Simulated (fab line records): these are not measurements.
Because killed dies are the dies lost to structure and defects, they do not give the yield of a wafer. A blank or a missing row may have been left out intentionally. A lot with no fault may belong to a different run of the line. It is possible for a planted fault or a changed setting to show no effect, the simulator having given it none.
Matching of chambers :: flow n5 finfet :: N5_BEOL_M0_SAQP_DESCUM_19 on rie diel-04 has 4 sister chambers
The step chemistry O2, time 7.9 s. 4 wafers are shown with their chamber, then 7 later ones without.

WAFERS WITH THEIR CHAMBER
wafer: L083.2
chamber: 0
throttle valve pct (%): 21.04

wafer: L087.6
chamber: 1
throttle valve pct (%): 20.22

wafer: L091.2
chamber: 3
throttle valve pct (%): 20.32

wafer: L091.4
chamber: 2
throttle valve pct (%): 20.90

WAFERS WITHOUT THEIR CHAMBER
wafer: L091.6
throttle valve pct (%): 20.65

wafer: L090.1
throttle valve pct (%): 20.26

wafer: L090.5
throttle valve pct (%): 20.91

wafer: L090.6
throttle valve pct (%): 20.30

wafer: L094.4
throttle valve pct (%): 20.93

wafer: L094.5
throttle valve pct (%): 20.32

wafer: L094.6
throttle valve pct (%): 20.92

CHAMBER TAKEN BY EACH
wafer: L091.6
from the rows above: can't be placed: 2 or 3 or 0 or 1
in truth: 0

wafer: L090.1
from the rows above: can't be placed: 1 or 3
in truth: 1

wafer: L090.5
from the rows above: can't be placed: 2 or 0
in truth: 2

wafer: L090.6
from the rows above: can't be placed: 3 or 1
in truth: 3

wafer: L094.4
from the rows above: can't be placed: 2 or 0
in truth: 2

wafer: L094.5
from the rows above: can't be placed: 3 or 1
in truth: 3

wafer: L094.6
from the rows above: can't be placed: 2 or 0
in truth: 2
Placed correctly: 0 of 7. Not placeable from these rows: 7 (in 7, the candidates include the true chamber). 0 placed wrongly.
How it was worked out, from the rows above alone: a wafer's distance from a chamber is the root of the sum, over the readings, of the square of ((its reading less the chamber's mean) divided by the reading's scatter). The wafer belongs to the nearest chamber; if the next one is less than 2 further off, it can't be placed. For every chamber, the mean is computed from those of its wafers that are shown. The scatter (one wafer shown for each chamber): square how far every hidden wafer sits from the nearest shown wafer, average those squares and take the square root.
